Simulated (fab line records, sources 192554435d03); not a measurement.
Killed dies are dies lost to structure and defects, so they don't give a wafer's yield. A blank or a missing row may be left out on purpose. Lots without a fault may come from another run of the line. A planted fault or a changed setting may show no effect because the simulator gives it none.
fab line records | flow n5_finfet
record lots=6 wafers=18 last_day=17
route steps=1938 shown BEOL_M9@1448 BEOL_M10@1470 PASSIVATION@1936
lots that met no fault: from a run of the same line without faults
start_h: hours from the record's first day to the start of the lot's first wafer shown | wait_h: hours since the lot's step before | " the same as in the row above | L1.1+2: a row that stands for several wafers | - no value, or no start given | * or withheld: withheld | < > ~ a bound
route shown NAME@n: a module of which the file shows steps, and the number in the route of the first | usual: mean/standard deviation of fault-free wafers | same: alike in all rows | chamber/n: place in a boat | sites: the reading at each site | _std_site: their standard deviation | _edge_site: outer sites' mean less inner sites' | radius_mm: how far each site lies from the wafer's centre | mask NAME#n: copy n | behind: the tool/chamber that last shaped the wafer | hold: why the lot was held/for how many hours/how that ended | device: the transistor (n, p or np) that didn't switch | end of line: the same wafers' tests at the end of the route | a step without rows: its recipe alone | killed: dies lost to structure and defects at the first sort, not the wafer's yield | map: a wafer's dies, x killed, . not, _ none there
set.NAME: the setting as run; set.NAME@STEP: as run at that earlier step | model.NAME: the simulator's own value behind a step, which no gauge read
lots at some steps of the route; a table a step, a row a wafer
services: from which hour (start_h, from the record's first day; less than 0 if before it) a tool's chamber was out of use, for how many hours, and why
## steps
# step N5_BEOL_M9_STRIP_80
# recipe chemistry=N2/H2 time_s=10 power_w=450 temp_c=40 pressure_mtorr=20 rf_frequency_hz=6e+07 bias_power_w=7 n2_flow_sccm=200 h2_flow_sccm=200
# step N5_BEOL_M9_OCD_MEAS_38
# usual trench_depth_nm=152/4.4
# columns lot.wafer tool chamber start_h wait_h trench_depth_nm
L454.2 ocd-02 - 226.45 - 154
L454.3 " - " " 156
L454.5 " - " " 150
L456.4 ocd-02 - 243.19 - 145
L456.5 " - " " 149
L456.6 " - " " 156
L462.3 ocd-02 - 272.70 - 146
L462.4 " - " " 154
L462.6 " - " " 150
L464.1 ocd-02 - 299.69 - 146
L464.2 " - " " 148
L464.5 " - " " 145
L468.1 ocd-02 - 308.59 - 150
L468.4 " - " " 147
L468.5 " - " " 147
L475.4 ocd-02 - 359.03 - 144
L475.5 " - " " 151
L475.6 " - " " 145
# step N5_BEOL_M9_HM_STRIP_39
# recipe chemistry=peroxide_tin_strip material=TiN target_depth_a=250 temp_c=50 time_s=158
# step N5_BEOL_M9_SRD_40
# recipe time_s=30 temp_c=23 rinse_liquid=diw dry=ipa_marangoni
# step N5_BEOL_M9_PRECLEAN_42
# recipe chemistry=residue_remover time_s=60 temp_c=40
# step N5_BEOL_M9_SRD_43
# recipe time_s=30 temp_c=23 rinse_liquid=diw dry=ipa_marangoni
# step N5_BEOL_M9_CD_MEAS_35
# recipe target_cd_nm=70 target_cd_y_nm=40 polarity=opening
# usual cd_nm=70.3/0.86
# columns lot.wafer tool chamber start_h wait_h cd_nm
L454.2 cd_sem-03 - 226.61 0.0 72.5
L454.3 " - " " 69.2
L454.5 " - " " 70.8
L456.4 cd_sem-01 - 243.34 0.0 70.3
L456.5 " - " " 70.8
L456.6 " - " " 69.7
L462.3 cd_sem-02 - 272.85 0.0 70.4
L462.4 " - " " 69.2
L462.6 " - " " 71.3
L464.1 cd_sem-01 - 299.85 0.0 70.2
L464.2 " - " " 70.5
L464.5 " - " " 69.2
L468.1 cd_sem-01 - 308.75 0.0 68.9
L468.4 " - " " 69.3
L468.5 " - " " 69.8
L475.4 cd_sem-03 - 359.19 0.0 72.1
L475.5 " - " " 70.3
L475.6 " - " " 71.7
# step N5_BEOL_M9_CURE_72
# recipe temp_c=370 time_s=120 ambient=DMADMS/He material=SiCOH_lowk
# step N5_BEOL_M9_DEGAS_44
# recipe ambient=vacuum temp_c=250 time_s=60
# usual heater_power_w=321/30
# columns lot.wafer tool chamber start_h wait_h heater_power_w
L454.2 pvd_sputter-02 - 227.29 0.4 342
L454.3 " - " " 286
L454.5 " - " " 288
L456.4 pvd_sputter-01 - 243.91 0.3 288
L456.5 " - " " 278
L456.6 " - " " 290
L462.3 pvd_sputter-02 - 273.21 0.2 334
L462.4 " - " " 325
L462.6 " - " " 340
L464.1 pvd_sputter-02 - 300.46 0.3 319
L464.2 " - " " 326
L464.5 " - " " 322
L468.1 pvd_sputter-02 - 309.74 0.9 325
L468.4 " - " " 327
L468.5 " - " " 289
L475.4 pvd_sputter-02 - 359.82 0.2 330
L475.5 " - " " 327
L475.6 " - " " 288
# step N5_BEOL_M9_PRE_CLEAN_45
# recipe gas=H2/He time_s=30 temp_c=250
# step N5_BEOL_M9_ALD_74
# recipe material=TaN target_thk_a=20 temp_c=275 ald_precursor_family=PDMAT ald_co_reactant=NH3 pressure_torr=3 carrier_flow_sccm=1500 pulse_time_s=2 purge_time_s=3 co_reactant_purge_time_s=2 co_reactant_pulse_time_s=3 ald_cycles=40 precursor_vessel_temp_c=75 precursor_vessel_pressure_torr=26.25 precursor_vessel_carrier_sccm=1000
# step N5_BEOL_M9_SURFACE_TREAT_79
# recipe gas=Ar time_s=* ion_energy_ev=* ion_current_ma_cm2=0.5 pressure_mtorr=* ar_flow_sccm=30
# step N5_BEOL_M9_CVD_78
# recipe material=Co target_thk_a=20 temp_c=withheld precursor=CCTBA/H2 pressure_torr=30 time_s=138.9
# columns lot.wafer tool chamber start_h wait_h
L454.2+3+5 cvd_co-02 1,2,0 228.10 0.3
L456.4+5+6 cvd_co-02 2,1,0 244.44 0.1
L462.3+4+6 cvd_co-02 2,1,0 274.22 0.3
L464.1+2+5 cvd_co-02 1,0,0 301.24 0.3
L468.1+4+5 cvd_co-01 1,1,2 310.29 0.1
L475.4+5+6 cvd_co-01 0,1,2 360.35 0.1
# step N5_BEOL_M9_SPUTTER_48
# recipe material=Cu target_thk_a=120 temp_c=-20 bias_v=60 power_w=26000 chamber_pressure_pa=0.13 time_s=2
# usual substrate_temp_c=-20.01/0.11 throttle_valve_pct=30.4/0.9
# columns lot.wafer tool chamber start_h wait_h substrate_temp_c throttle_valve_pct
L454.2 pvd_sputter-02 - 229.61 1.5 -20.02 32.7
L454.3 " - " " -20.03 29.7
L454.5 " - " " -20.12 29.4
L456.4 pvd_sputter-03 - 244.54 0.1 -19.89 29.3
L456.5 " - " " -19.88 29.5
L456.6 " - " " -20.05 30.5
L462.3 pvd_sputter-01 - 276.57 2.3 -19.90 30.7
L462.4 " - " " -20.07 29.5
L462.6 " - " " -20.17 30.2
L464.1 pvd_sputter-02 - 301.52 0.2 -20.03 29.4
L464.2 " - " " -19.88 31.0
L464.5 " - " " -20.04 29.3
L468.1 pvd_sputter-03 - 310.49 0.2 -20.09 30.8
L468.4 " - " " -19.95 30.6
L468.5 " - " " -20.05 30.6
L475.4 pvd_sputter-03 - 360.56 0.2 -19.94 30.8
L475.5 " - " " -20.06 30.6
L475.6 " - " " -19.83 29.4
# step N5_BEOL_M9_ECD_50
# recipe material=Cu target_thk_a=3180
# step N5_BEOL_M9_ANNEAL_51
# recipe temp_c=225 time_s=90 ambient=N2
# usual wafer_temp_C_max=226.37/0.29
# columns lot.wafer tool chamber start_h wait_h wafer_temp_C_max
L454.2 rtp_anneal-01 0 229.89 0.1 226.67
L454.3 " 0 " " 226.26
L454.5 " 0 " " 226.08
L456.4 rtp_anneal-01 0 245.05 0.3 226.65
L456.5 " 0 " " 225.92
L456.6 " 0 " " 226.89
L462.3 rtp_anneal-01 0 276.89 0.1 226.08
L462.4 " 0 " " 226.28
L462.6 " 0 " " 226.49
L464.1 rtp_anneal-02 0 301.74 0.1 226.48
L464.2 " 0 " " 226.43
L464.5 " 0 " " 226.30
L468.1 rtp_anneal-02 0 311.08 0.5 226.17
L468.4 " 0 " " 226.45
L468.5 " 0 " " 226.50
L475.4 rtp_anneal-01 0 360.95 0.2 226.25
L475.5 " 0 " " 227.19
L475.6 " 0 " " 226.66
# step N5_BEOL_M9_CMP_52
# recipe stop_on=SiCOH_lowk t_overpolish_s=7 down_force_psi=1 platen_rpm=50 clearing_platen_down_force_psi=1.5 clearing_platen_rpm=50 post_cmp_clean=cu_alkaline target_thk_nm=140 clearing_platen_pad_velocity_m_s=0.99484 pad_velocity_m_s=0.99484
# step N5_BEOL_M9_THK_MEAS_53
# recipe thk_meas_gauge=xrf reads=Cu_of_BEOL_M9_ECD_50
# usual M9_THK=143/4.6
# columns lot.wafer tool chamber start_h wait_h M9_THK[nm]
L454.2 film_metro-02 - 230.43 - 144
L454.3 " - " " 149
L454.5 " - " " 141
L456.4 film_metro-02 - 245.51 - 135
L456.5 " - " " 138
L456.6 " - " " 148
L462.3 film_metro-01 - 277.39 - 140
L462.4 " - " " 149
L462.6 " - " " 144
L464.1 film_metro-02 - 302.34 - 135
L464.2 " - " " 138
L464.5 " - " " 136
L468.1 film_metro-02 - 311.67 - 142
L468.4 " - " " 137
L468.5 " - " " 137
L475.4 film_metro-02 - 361.41 - 135
L475.5 " - " " 141
L475.6 " - " " 135
# step N5_BEOL_M9_PRE_CLEAN_55
# recipe gas=NH3 time_s=15 temp_c=withheld rf_power_w=300
# step N5_BEOL_M9_DEP_56
# recipe material=SiCN target_thk_a=150 temp_c=withheld precursor=3MS/NH3 pressure_torr=3 rf_w=202 time_s=26.5
# step N5_BEOL_M9_RS_MEAS_57
# recipe thk_meas_gauge=four-point-probe reads=Cu_of_BEOL_M9_ECD_50+Co_of_BEOL_M9_CVD_78+TaN_of_BEOL_M9_ALD_74
# usual M9_RS=0.151/0.0054
# columns lot.wafer tool chamber start_h wait_h M9_RS[ohm/sq]
L454.2 film_metro-02 - 230.60 0.1 0.148
L454.3 " - " " 0.144
L454.5 " - " " 0.152
L456.4 film_metro-02 - 245.64 0.0 0.161
L456.5 " - " " 0.156
L456.6 " - " " 0.146
L462.3 film_metro-02 - 277.53 0.1 0.155
L462.4 " - " " 0.146
L462.6 " - " " 0.152
L464.1 film_metro-01 - 302.48 0.1 0.160
L464.2 " - " " 0.156
L464.5 " - " " 0.158
L468.1 film_metro-02 - 311.81 0.1 0.153
L468.4 " - " " 0.161
L468.5 " - " " 0.158
L475.4 film_metro-02 - 361.55 0.0 0.160
L475.5 " - " " 0.152
L475.6 " - " " 0.159
# step N5_BEOL_M10_ILD_DEP_00
# recipe material=SiCOH_lowk target_thk_a=3085.1 temp_c=300 precursor=DEMS/porogen pressure_torr=5 rf_w=500 time_s=58
# step N5_BEOL_M10_CURE_71
# recipe temp_c=385 time_s=240 ambient=He/Ar material=SiCOH_lowk
# step N5_BEOL_M10_THK_MEAS_01
# recipe reads=SiCOH_lowk_of_BEOL_M10_ILD_DEP_00
# usual M10_ILD_THK=268/3.6
# columns lot.wafer tool chamber start_h wait_h M10_ILD_THK[nm]
L454.2 film_metro-01 - 231.28 0.4 265
L454.3 " - " " 267
L454.5 " - " " 267
L456.4 film_metro-02 - 246.72 0.2 274
L456.5 " - " " 271
L456.6 " - " " 266
L462.3 film_metro-02 - 278.30 0.3 268
L462.4 " - " " 273
L462.6 " - " " 270
L464.1 film_metro-02 - 303.19 0.4 265
L464.2 " - " " 261
L464.5 " - " " 267
L468.1 film_metro-02 - 312.94 0.8 271
L468.4 " - " " 273
L468.5 " - " " 273
L475.4 film_metro-02 - 362.20 0.2 271
L475.5 " - " " 275
L475.6 " - " " 271
# step N5_BEOL_M10_PECVD_70
# recipe material=SiO2 target_thk_a=200 temp_c=400 precursor=TEOS/O2 pressure_torr=5.5 rf_w=450 teos_flow_sccm=53.8 gas=O2 flow_sccm=3000 time_s=22.7
# usual heater_power_w=703/85 showerhead_plenum_p_Torr=8.73/0.077 throttle_valve_pct=22.4/1.2
# columns lot.wafer tool chamber start_h wait_h heater_power_w showerhead_plenum_p_Torr throttle_valve_pct
L454.2 pecvd-01 1 231.32 0.0 597 8.69 22.7
L454.3 " 1 " " 610 8.72 23.2
L454.5 " 0 " " 705 8.74 22.1
L456.4 pecvd-01 1 246.78 0.1 693 8.69 22.5
L456.5 " 2 " " 826 8.70 20.7
L456.6 " 0 " " 725 8.75 22.0
L462.3 pecvd-02 2 278.34 0.0 684 8.61 21.1
L462.4 " 2 " " 700 8.61 21.7
L462.6 " 0 " " 728 8.79 24.0
L464.1 pecvd-01 2 303.23 0.0 848 8.71 20.9
L464.2 " 1 " " 658 8.69 23.1
L464.5 " 1 " " 669 8.69 22.6
L468.1 pecvd-01 2 312.98 0.0 772 8.69 20.9
L468.4 " 1 " " 665 8.67 22.5
L468.5 " 0 " " 642 8.73 22.2
L475.4 pecvd-04 1 362.26 0.1 789 8.92 22.1
L475.5 " 2 " " 632 8.70 22.2
L475.6 " 0 " " 603 8.71 25.3
# step N5_BEOL_M10_HM_DEP_02
# recipe material=TiN target_thk_a=200 temp_c=25 chamber_pressure_pa=0.49996
# usual substrate_temp_c=24.99/0.1 throttle_valve_pct=30.3/0.81
# columns lot.wafer tool chamber start_h wait_h substrate_temp_c throttle_valve_pct
L454.2 pvd_sputter-03 - 231.91 0.6 25.03 29.3
L454.3 " - " " 25.12 30.8
L454.5 " - " " 24.95 30.6
L456.4 pvd_sputter-03 - 247.66 0.9 25.20 30.3
L456.5 " - " " 25.08 29.3
L456.6 " - " " 25.04 30.6
L462.3 pvd_sputter-03 - 279.71 1.3 24.89 30.5
L462.4 " - " " 24.95 29.6
L462.6 " - " " 24.93 30.7
L464.1 pvd_sputter-01 - 304.33 1.1 24.90 29.7
L464.2 " - " " 25.12 30.8
L464.5 " - " " 24.95 29.7
L468.1 pvd_sputter-01 - 314.06 1.1 24.97 30.6
L468.4 " - " " 24.99 30.3
L468.5 " - " " 24.88 30.6
L475.4 pvd_sputter-03 - 363.04 0.8 25.02 30.6
L475.5 " - " " 24.93 30.4
L475.6 " - " " 25.02 29.7
# step N5_BEOL_M10_COAT_59
# recipe resist=SOC temp_c=250 time_s=60 spin_rpm=1500 resist_thk_nm=100
# step N5_BEOL_M10_COAT_60
# recipe resist=SiARC temp_c=220 time_s=60 spin_rpm=1500 resist_thk_nm=30
# step N5_BEOL_M10_COAT_05
# recipe resist=CAR-ArF spin_rpm=1500 resist_thk_nm=90
# step N5_BEOL_M10_EBR_07
# recipe solvent=PGMEA ebr_width_mm=1.5
# step N5_BEOL_M10_SOFTBAKE_06
# recipe temp_c=110 time_s=60 resist=CAR-ArF
# step N5_BEOL_M10_EXPOSE_08
# recipe mask_id=M10 na=1.35 source_shape=dipole sigma_inner=0.411 sigma_outer=0.611 polarization=te dose_mj=53.75
# step N5_BEOL_M10_PEB_09
# recipe peb_temp_c=withheld peb_time_s=60 resist=CAR-ArF
# step N5_BEOL_M10_DEVELOP_10
# recipe develop_time_s=30 developer=TMAH resist=CAR-ArF rinse_liquid=diw dry=air_spin dev_temp_c=23
# step N5_BEOL_M10_CD_MEAS_11
# recipe target_cd_nm=64.1 landing_energy_ev=500 detector=se_inlens polarity=opening
# usual cd_nm=64.2/0.66
# columns lot.wafer tool chamber start_h wait_h cd_nm
L454.2 cd_sem-01 0 232.41 - 63.1
L454.3 " 0 " " 63.5
L454.5 " 0 " " 64.7
L456.4 cd_sem-03 0 248.16 - 63.7
L456.5 " 0 " " 63.5
L456.6 " 0 " " 65.0
L462.3 cd_sem-02 0 280.20 - 65.2
L462.4 " 0 " " 63.8
L462.6 " 0 " " 63.7
L464.1 cd_sem-03 0 304.83 - 64.7
L464.2 " 0 " " 64.3
L464.5 " 0 " " 64.5
L468.1 cd_sem-03 0 314.43 - 64.0
L468.4 " 0 " " 64.7
L468.5 " 0 " " 65.0
L475.4 cd_sem-03 0 363.54 - 63.9
L475.5 " 0 " " 63.7
L475.6 " 0 " " 64.3
# step N5_BEOL_M10_OVL_MEAS_12
# recipe points_per_wafer=44
# usual M10_OVL=-0.5/0.86
# columns lot.wafer tool chamber start_h wait_h M10_OVL[nm]
L454.2 overlay-02 0 232.45 0.0 -1.3
L454.3 " 0 " " -2.1
L454.5 " 0 " " -1.7
L456.4 overlay-02 0 248.19 0.0 -1.0
L456.5 " 0 " " -1.7
L456.6 " 0 " " -0.6
L462.3 overlay-02 0 280.23 0.0 -0.2
L462.4 " 0 " " -0.5
L462.6 " 0 " " -0.9
L464.1 overlay-02 0 304.86 0.0 -0.3
L464.2 " 0 " " 0.3
L464.5 " 0 " " 0.3
L468.1 overlay-02 0 314.46 0.0 1.1
L468.4 " 0 " " -0.1
L468.5 " 0 " " 0.0
L475.4 overlay-01 0 363.56 0.0 -1.3
L475.5 " 0 " " 0.2
L475.6 " 0 " " -1.3
# step N5_BEOL_M10_DESCUM_16
# recipe chemistry=O2 time_s=7.9 source_power_w=50 bias_power_w=20 pressure_mtorr=20 rf_frequency_hz=2.712e+07 temp_c=40 resist=CAR-ArF o2_flow_sccm=225
# step N5_BEOL_M10_ETCH_61
# recipe chemistry=CF4 target=SiARC target_depth_a=390 mask_material=CAR-ArF time_s=65 ion_energy_ev=80 pressure_mtorr=40 source_w=545 bias_w=36 Ar_flow_sccm=100 cf4_flow_sccm=100 ends=cleared
# step N5_BEOL_M10_ETCH_62
# recipe chemistry=N2/H2 target=SOC target_depth_a=1100 overetch_a=220 mask_material=SiARC temp_c=40 time_s=165 ion_energy_ev=200 pressure_mtorr=30 source_w=840 bias_w=150 n2_flow_sccm=200 h2_flow_sccm=200
# step N5_BEOL_M10_STRIP_68
# recipe chemistry=N2/H2 temp_c=40 n2_flow_sccm=200 h2_flow_sccm=200 rf_frequency_hz=6e+07
# step N5_PASSIVATION_PROBE_49
# usual defect_limited_yield=91.1/1.4 killed_at_M0_to_M3=36/9.9 killed_at_M4_up=13/5.8 killed_at_contacts=14/5.9 killed_at_front_end=39/11 killed_at_other=3.4/2.9 killed_dies=105/17 killed_open=70/13 killed_short=34/7.3 sort_bin_5_function=5.3/1 sort_bin_6_memory=3.3/0.62 sort_bin_8_speed=0.01/0.057 sort_n_pass=1075/17 sort_yield_pct=91.1/1.4
# same gross_dies=1180 killed_at_back_side=0 sort_bin_4_leakage[%]=0
# columns lot.wafer tool chamber start_h wait_h defect_limited_yield[%] killed_at_M0_to_M3 killed_at_M4_up killed_at_contacts killed_at_front_end killed_at_other killed_dies killed_open killed_short sort_bin_5_function[%] sort_bin_6_memory[%] sort_bin_8_speed[%] sort_n_pass sort_yield_pct[%]
L462.3 prober-02 - 333.66 0.5 84.6 43 107 9 22 1 182 50 29 9.3 4.9 0 998 84.6
L462.4 prober-02 - 333.71 0.5 87.1 31 84 14 22 1 152 62 27 8.2 3.4 0 1028 87.1
L462.6 prober-02 - 333.81 0.6 85.3 35 114 6 18 0 173 52 16 9.5 3.3 0 1007 85.3
L464.1 prober-02 - 355.09 0.0 85.8 25 84 6 52 1 168 59 39 8.8 3.4 0 1012 85.8
L464.2 prober-02 - 355.14 0.1 82.7 34 113 17 38 2 204 71 33 10.7 5.3 0 976 82.7
L464.5 prober-02 - 355.29 0.2 84.0 42 105 6 35 1 189 58 31 10.3 3.9 0 991 84.0
L468.1 prober-01 - 379.08 0.0 89.7 42 14 26 33 6 121 88 29 5.7 4.3 0 1059 89.7
L468.4 prober-01 - 379.23 0.2 89.0 42 23 15 49 1 130 87 42 6.7 3.9 0 1050 89.0
L468.5 prober-01 - 379.28 0.2 90.5 43 15 24 28 2 112 69 43 5.0 4.1 0 1068 90.5
L475.4 prober-02 - 414.24 0.2 89.5 44 8 14 50 8 124 80 44 5.7 4.6 0 1056 89.5
L475.5 prober-02 - 414.29 0.2 90.9 28 8 21 47 3 107 68 39 5.0 4.1 0 1073 90.9
L475.6 prober-02 - 414.34 0.3 92.5 31 6 9 36 6 88 56 32 4.2 3.1 0 1092 92.5
# killed by level:class
L462.3 BEOL_M9:unspecified=102 BEOL_M0_SAQP:geometric_particle:short=8 MOL_CONTACT_COAG:geometric_particle:open=7 BEOL_M0_SAQP:geometric_particle:open=7 BEOL_M3:geometric_particle:open=7 BEOL_M0:geometric_particle:open=6 BEOL_M2:geometric_particle:open=6 FIN_SAQP:geometric_particle:short=5
L462.4 BEOL_M9:unspecified=63 MOL_CONTACT_COAG:geometric_particle:open=11 BEOL_M4:geometric_particle:open=11 BEOL_M0_SAQP:geometric_particle:open=8 BEOL_M2:geometric_particle:open=6 DUMMY_GATE:geometric_particle:open=5 GATE_CUT:geometric_particle:short=5 BEOL_M3:geometric_particle:open=5
L462.6 BEOL_M9:unspecified=104 BEOL_M2:geometric_particle:open=9 BEOL_M3:geometric_particle:open=9 STARTING-WAFER:geometric_particle:open=7 BEOL_M4:geometric_particle:open=7 MOL_CONTACT_COAG:geometric_particle:open=6 BEOL_M0_SAQP:geometric_particle:short=6 DUMMY_GATE:geometric_particle:open=4
L464.1 BEOL_M9:unspecified=70 STI_FIN_REVEAL:geometric_particle:open=12 FIN_SAQP:geometric_particle:open=11 GATE_CUT:geometric_particle:short=11 BEOL_M0_SAQP:geometric_particle:open=11 BEOL_M0_SAQP:geometric_particle:short=10 BEOL_M4:geometric_particle:open=8 MOL_CONTACT_COAG:geometric_particle:open=6
L464.2 BEOL_M9:unspecified=100 BEOL_M0_SAQP:geometric_particle:open=15 MOL_CONTACT_COAG:geometric_particle:open=13 BEOL_M0_SAQP:geometric_particle:short=11 STI_FIN_REVEAL:geometric_particle:open=10 BEOL_M3:geometric_particle:open=7 GATE_CUT:geometric_particle:open=6 FIN_SAQP:geometric_particle:open=5
L464.5 BEOL_M9:unspecified=100 BEOL_M0_SAQP:geometric_particle:short=16 STI_FIN_REVEAL:geometric_particle:open=13 BEOL_M3:geometric_particle:open=11 BEOL_M0_SAQP:geometric_particle:open=8 MOL_CONTACT_COAG:geometric_particle:open=6 GATE_CUT:geometric_particle:short=6 FIN_SAQP:geometric_particle:open=3
L468.1 MOL_CONTACT_COAG:geometric_particle:open=21 BEOL_M2:geometric_particle:open=14 STI_FIN_REVEAL:geometric_particle:open=9 BEOL_M1:geometric_particle:open=8 BEOL_M0_SAQP:geometric_particle:open=7 FIN_SAQP:geometric_particle:open=6 MOL_CONTACT_COAG:geometric_particle:short=5 BEOL_M4:geometric_particle:open=5
L468.4 FIN_SAQP:geometric_particle:short=13 MOL_CONTACT_COAG:geometric_particle:open=12 BEOL_M1:geometric_particle:open=11 STI_FIN_REVEAL:geometric_particle:open=9 BEOL_M5:geometric_particle:open=9 BEOL_M0_SAQP:geometric_particle:open=8 FIN_SAQP:geometric_particle:open=7 BEOL_M1:geometric_particle:short=6
L468.5 MOL_CONTACT_COAG:geometric_particle:open=17 BEOL_M0_SAQP:geometric_particle:short=12 STI_FIN_REVEAL:geometric_particle:open=8 MOL_CONTACT_COAG:geometric_particle:short=7 BEOL_M4:geometric_particle:open=7 BEOL_M0_SAQP:geometric_particle:open=6 BEOL_M1:geometric_particle:open=6 FIN_SAQP:geometric_particle:short=5
L475.4 MOL_CONTACT_COAG:geometric_particle:open=13 BEOL_M0_SAQP:geometric_particle:open=11 FIN_SAQP:geometric_particle:open=9 FIN_SAQP:geometric_particle:short=8 BEOL_M0:geometric_particle:open=8 BEOL_M0_SAQP:geometric_particle:short=7 BEOL_M2:geometric_particle:open=7 BEOL_M1:geometric_particle:open=6
L475.5 MOL_CONTACT_COAG:geometric_particle:open=14 FIN_SAQP:geometric_particle:open=9 FIN_SAQP:geometric_particle:short=7 BEOL_M0_SAQP:geometric_particle:short=7 MOL_CONTACT_COAG:geometric_particle:short=7 STI_FIN_REVEAL:geometric_particle:open=6 GATE_CUT:geometric_particle:open=5 GATE_CUT:geometric_particle:short=5
L475.6 STI_FIN_REVEAL:geometric_particle:open=12 BEOL_M0_SAQP:geometric_particle:short=9 BEOL_M0_SAQP:geometric_particle:open=9 MOL_CONTACT_COAG:geometric_particle:open=8 FIN_SAQP:geometric_particle:short=7 BEOL_M0:geometric_particle:open=5 PASS1_CAP:geometric_particle:open=4 FIN_SAQP:geometric_particle:open=3
# map L462.3 (x killed, . not)
_________________...x........________________
______________......x..........._____________
___________x.................xx....__________
__________.x........................_________
________.........x...................._______
_______...xx......x.................x.x______
______..........x.....................x._____
_____..x.................................____
____......x........x......................___
___x....x.....x...x.......x..x.............__
___.......x....x......x.......x............__
__...........x..................x..........._
__................................x........._
_.x........x....x...x..xx.............x......
_...........xx.......x..x.............x...x..
_...........x..........x.....................
_....x......................x................
_...............................x............
_......................................x.....
_..........x...............................x.
_............................................
__.........................xxx..x....x...x.._
__....x..x..................xxxxxxxxx......._
___...........x............xxxxx.x.x.x.....__
___...............x.......xxxxxxxxx........__
____..............xx..xx...xxxxxxxxxxx....___
_____.....x............xx..xxxxxxxxxxx.x.____
______.........x.........x.xxxxxxxxxx..._____
_______................x.xxxxxxxxxxx.xx______
________......x......x....xx.xxxxxx.x._______
__________............x.xx.xxxxxxxxx_________
___________.........x....xx..xxxx..__________
______________...xxx....x...x..._____________
_________________....x.x..xx.________________
# map L464.2 (x killed, . not)
_________________............________________
______________..............x..._____________
___________x.x.......x.............__________
__________x.........x..............._________
________..........................x..._______
_______...............x............x...______
______...............................xx._____
_____...x.........x.....x.............x..____
____.....x....x...x.........x...........x.___
___..x.............x..................x....__
___..........x..............x......x.......__
__....x.......x.....x..x..................x._
__...........x....x..........x.............._
_.........................x.........xxx......
_.x...x........xx............................
_..........x......x.......x...x......x.....x.
_...x...x....x..........x...........x..x.....
_.....x..............x...x....xx........xxx..
_.......x......x.x........x....x.....x.x..x..
_.......x.............xxx.xxxxxx......x......
_.............x....xx.xx.xxxxxxxxx.x..x......
__................x.xxxxxxxxxxx.x...x..x...x_
__...................xxxxxxxxxxxx.........x._
___.x..............xx.xxxxxxxxxxx.x........__
___......x......x..xxxxxxxxxxxxxx.x........__
____.x...............xxxxxx.xx...x......x.___
_____x.......x.x...x..x.xxxxxx.x...x.....____
______x.........x..x..xxxxxx.xx........._____
_______.............x..xx..............______
________.x..................x........._______
__________x...x............x...x...._________
___________.x......................__________
______________.................._____________
_________________......x.....________________
## services
# columns tool chamber start_h hours kind
pecvd-04 - 205.06 9.1 repair
cvd_co-02 - 214.59 2.8 pm
pecvd-02 1 221.97 20.4 repair
pecvd-01 1 238.05 5.5 scheduled_down
cvd_co-01 - 265.04 2.8 pm
pecvd-04 - 303.32 1.0 repair
pecvd-04 - 319.57 2.8 pm
cvd_co-01 1 333.33 - clean
cvd_co-01 1 333.33 22.0 scheduled_down
cvd_co-01 1 333.33 22.0 vent_cycle
pecvd-01 1 339.57 4.3 repair
pecvd-01 - 349.86 0.8 pm
pecvd-02 1 351.65 2.1 scheduled_down
## key
first_sign step=N5_PASSIVATION_PROBE_49 reading=killed_at_M4_up direction=up sigmas=15 usual=13 struck=101
effect step=N5_PASSIVATION_PROBE_49 reading=defect_limited_yield direction=down sigmas=4.3 usual=91.1 struck=84.9
more_kills_born_at N5_BEOL_M9_CVD_78@cvd_co-02=539
met_at N5_BEOL_M9_CVD_78
struck_wafers L462.3,L462.4,L462.6,L464.1,L464.2,L464.5
onset_between 244.44 274.22
fault kind=chamber_particle_source tool=cvd_co-02 chamber=- onset_h=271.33 steps=N5_BEOL_M9_CVD_78 rate_per_visit_cm2=0.561 end_h=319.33
